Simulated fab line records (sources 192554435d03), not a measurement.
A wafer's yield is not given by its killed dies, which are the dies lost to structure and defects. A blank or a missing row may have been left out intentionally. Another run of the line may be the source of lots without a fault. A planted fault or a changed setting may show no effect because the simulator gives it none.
Problem report, 8D (eight disciplines) form, completed by code    flow n5-finfet    the parts of the form that need people (team, actions taken, sign-off) are left out

## 1. THE PROBLEM
At N5_PASSIVATION_PROBE_49, killed_at_M0_to_M3 averages 125 over 2 wafers from 2 lots, while fault-free wafers read 36, standard deviation 11. Measured from the usual mean, that is +8.1 standard deviations.
First observed at day 15 13:22: wafer L231.5, on prober-02. The record has a number at this step for 6 wafers belonging to 2 lots. Rule for "out", or "out of limits": more than 4 standard deviations from the usual mean. The rest of the wafers with a number are treated as sound.

## 2. WHAT THIS IS AND IS NOT
question                     is                                       is not
which readings at this step  killed_at_M0_to_M3, sort_bin_5_function  killed_at_M4_up, killed-at-contacts, killed-at-front-end, killed-at-other, killed-open, killed-short
which lots                   L231, L236                               -
which wafers of those lots   L231.5, L236.3                           L231.2, L231.3, L236.2, L236.4
read on which tools          prober-02                                -
when                         from day 15 13:22                        up to then (2 sound wafers); but 2 sound wafers of L236 came after

## 3. WHAT RULES OUT EACH SUSPECT
Counting: if a tool at a process step up to the reading ran every lot that is out, it stays a suspect. Sound lots after the first of them don't rule it out here, since some wafers of a struck lot are sound.
- pvd-sputter-01 at N5_BEOL_M1_SPUTTER_96 (material Cu, target thk 4.5 nm, time 8.29 s): kept. It ran every lot that is out, first L231 (day 8 11:07).
- prober-02 at N5_PASSIVATION_PROBE_49: kept. It ran every lot that is out, first L231 (day 15 13:13). On those wafers its own readings are out: killed_at_M0_to_M3, sort_bin_5_function.
After counting, pvd-sputter-01 at N5_BEOL_M1_SPUTTER_96 and prober-02 at N5_PASSIVATION_PROBE_49 remain.

## 4. THE CAUSE (what the simulator had put in)
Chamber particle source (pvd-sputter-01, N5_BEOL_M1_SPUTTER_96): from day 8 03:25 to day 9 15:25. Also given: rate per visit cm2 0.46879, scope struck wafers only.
2 suspects survive the count, and this tool is in that group.

## 5. THE CHAIN OF EFFECTS, in route order
Rows list readings where the struck wafers' mean (over those with a number) sits beyond 3 standard deviations from the usual. Readings are gone through only where the record gives a usual standard deviation; hours: the median, over the lots, of the time from a lot's start at the first step in this table giving one to that lot's start at this step; sigmas: the change measured in usual standard deviations.
hours  step                     reading               usual   on struck wafers  change  sigmas
0      N5_PASSIVATION_PROBE_49  defect-limited-yield  91.1 %  84.7              -6.4    -4.6
0      N5_PASSIVATION_PROBE_49  killed_at_M0_to_M3    36      125               +89     +8.1
0      N5_PASSIVATION_PROBE_49  killed-dies           105     181               +76     +4.8
0      N5_PASSIVATION_PROBE_49  sort_bin_5_function   5.2 %   9.3               +4.1    +4.6
0      N5_PASSIVATION_PROBE_49  sort-n-pass           1074    999               -75     -4.7
0      N5_PASSIVATION_PROBE_49  sort-yield-pct        91.1 %  84.7              -6.4    -4.6
It contains these process steps:
- N5_PASSIVATION_PROBE_49

## 6. WHAT WOULD HAVE CAUGHT IT SOONER
The fault began at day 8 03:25; the first out-of-limits reading in this record came at day 15 13:22, 178 hours later.
Tool readings at N5_BEOL_M1_SPUTTER_96 with a usual standard deviation given in the record: none out on any struck wafer, hence no alarm at a limit of 4 standard deviations on them.
Lots out: 2; all had begun N5_BEOL_M1_SPUTTER_96 on pvd-sputter-01 by day 15 13:22. Tool hold at that time: it would have spared none of them.
